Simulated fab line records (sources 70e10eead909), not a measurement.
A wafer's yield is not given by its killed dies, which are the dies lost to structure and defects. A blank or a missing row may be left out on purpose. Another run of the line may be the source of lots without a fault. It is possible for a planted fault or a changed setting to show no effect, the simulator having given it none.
Chamber matching :: flow nand-harc :: NHARC_A_BLC_CMP_25 on cmp-01 has 4 sister chambers
The step polishes, t overpolish 30 s, target thk 150 nm. 8 wafers are shown with their chamber, then 12 later ones without.

## WAFERS, EACH WITH ITS CHAMBER
wafer: L082.2
chamber: 0
motor-current-A (A): 12.8
overpolish-run-s (s): 30.008

wafer: L089.3
chamber: 1
motor-current-A (A): 13.8
overpolish-run-s (s): 30.001

wafer: L090.1
chamber: 1
motor-current-A (A): 13.3
overpolish-run-s (s): 29.982

wafer: L090.5
chamber: 0
motor-current-A (A): 12.7
overpolish-run-s (s): 30.024

wafer: L087.2
chamber: 3
motor-current-A (A): 11.8
overpolish-run-s (s): 30.005

wafer: L088.1
chamber: 2
motor-current-A (A): 13.8
overpolish-run-s (s): 30.008

wafer: L088.5
chamber: 3
motor-current-A (A): 11.6
overpolish-run-s (s): 30.009

wafer: L088.6
chamber: 2
motor-current-A (A): 14.0
overpolish-run-s (s): 29.997

## WAFERS WITHOUT THEIR CHAMBER
wafer: L093.2
motor-current-A (A): 12.9
overpolish-run-s (s): 29.996

wafer: L093.3
motor-current-A (A): 13.7
overpolish-run-s (s): 30.001

wafer: L093.4
motor-current-A (A): 11.2
overpolish-run-s (s): 30.004

wafer: L091.1
motor-current-A (A): 14.1
overpolish-run-s (s): 29.993

wafer: L091.3
motor-current-A (A): 11.3
overpolish-run-s (s): 30.016

wafer: L091.4
motor-current-A (A): 13.0
overpolish-run-s (s): 29.988

wafer: L094.3
motor-current-A (A): 13.8
overpolish-run-s (s): 29.993

wafer: L094.5
motor-current-A (A): 13.7
overpolish-run-s (s): 30.010

wafer: L094.6
motor-current-A (A): 11.1
overpolish-run-s (s): 30.006

wafer: L096.4
motor-current-A (A): 14.3
overpolish-run-s (s): 30.000

wafer: L096.5
motor-current-A (A): 11.5
overpolish-run-s (s): 30.000

wafer: L096.6
motor-current-A (A): 12.1
overpolish-run-s (s): 29.998

## THE CHAMBER EACH PASSED THROUGH
wafer: L093.2
from the rows above: can't be placed: 0 or 1
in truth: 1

wafer: L093.3
from the rows above: can't be placed: 2 or 1
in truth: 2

wafer: L093.4
from the rows above: 3
in truth: 3

wafer: L091.1
from the rows above: can't be placed: 2 or 1
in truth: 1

wafer: L091.3
from the rows above: 3
in truth: 3

wafer: L091.4
from the rows above: can't be placed: 1 or 0 or 2
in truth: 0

wafer: L094.3
from the rows above: can't be placed: 2 or 1
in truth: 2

wafer: L094.5
from the rows above: can't be placed: 2 or 1
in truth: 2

wafer: L094.6
from the rows above: 3
in truth: 3

wafer: L096.4
from the rows above: can't be placed: 2 or 1
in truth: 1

wafer: L096.5
from the rows above: 3
in truth: 3

wafer: L096.6
from the rows above: can't be placed: 3 or 0
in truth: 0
Placed correctly: 4 of 12. Cannot be placed on the basis of these rows: 8; the candidates contain the true chamber in 8. 0 placed wrongly.
How it was worked out, from the rows above alone: a wafer's distance from a chamber is the root of the sum, over the readings, of the square of ((its reading less the chamber's mean) divided by the reading's scatter). If the next closest chamber is less than 2 further off than the closest, the wafer can't be placed; otherwise it belongs to the closest. The mean given for a chamber averages the wafers shown for that chamber. The scatter: the root of (the sum of the squares of (reading less its chamber's mean) over the shown wafers, divided by (wafers less chambers)).
